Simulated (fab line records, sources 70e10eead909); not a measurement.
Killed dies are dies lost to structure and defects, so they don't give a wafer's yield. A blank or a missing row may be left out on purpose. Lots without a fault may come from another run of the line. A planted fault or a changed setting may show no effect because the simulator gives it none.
One fault seen from 2 desks | flow nand_harc | each desk has only its own numbers; what lay behind them comes last

THE TOOL OWNER'S DESK: ald_metal-02
The tool's own readings at NHARC_A_CONTACT_ALD_18 (deposits TiN, target thk 3 nm, pulse time 1 s, ald cycles 150): means of the sampled wafers that have a number, for each lot that ran on this tool. A lot is out of limits, marked OUT, if its mean lies more than 4 standard deviations from the usual mean; the brackets give that distance.
Columns: A = heater_power_w at NHARC_A_CONTACT_ALD_18, usual 1158 W; B = precursor_pulse_height_rel at NHARC_A_CONTACT_ALD_18, usual 1.003
lot  | first seen here | A    | B
L738 | day 24 07:41    | 1190 | 0.982
L743 | day 26 23:26    | 1060 | 1.025
L750 | day 30 15:28    | 1072 | 1.005
L752 | day 30 21:46    | 1030 | 1.025
L754 | day 31 07:11    | 1074 | 1.000
This desk's finding: nothing out of limits on any of the 5 lots.

THE DEFECT DESK
What the inspections along the route counted, lot by lot: means of the sampled wafers that have a number. A lot is out of limits, marked OUT, if its mean lies more than 4 standard deviations from the usual mean; the brackets give that distance.
Columns: A = raw_defect_count at NHARC_A_CONTACT_INSPECT_23, usual 522
lot  | first seen here | A
L733 | day 23 03:33    | 421
L738 | day 24 09:58    | 491
L740 | day 25 04:26    | 547
L742 | day 26 13:05    | 469
L743 | day 27 00:55    | 477
L744 | day 27 14:20    | 627
L750 | day 30 16:54    | 418
L751 | day 30 18:38    | 794
L752 | day 30 23:14    | 444
L754 | day 31 08:37    | 511
L755 | day 31 09:22    | 446
L756 | day 31 22:35    | 357
This desk's finding: nothing out of limits on any of the 12 lots.

PUT TOGETHER
The tool owner's desk saw nothing out of limits.
The defect desk saw nothing out of limits.

WHAT THE SIMULATOR HAD PUT IN
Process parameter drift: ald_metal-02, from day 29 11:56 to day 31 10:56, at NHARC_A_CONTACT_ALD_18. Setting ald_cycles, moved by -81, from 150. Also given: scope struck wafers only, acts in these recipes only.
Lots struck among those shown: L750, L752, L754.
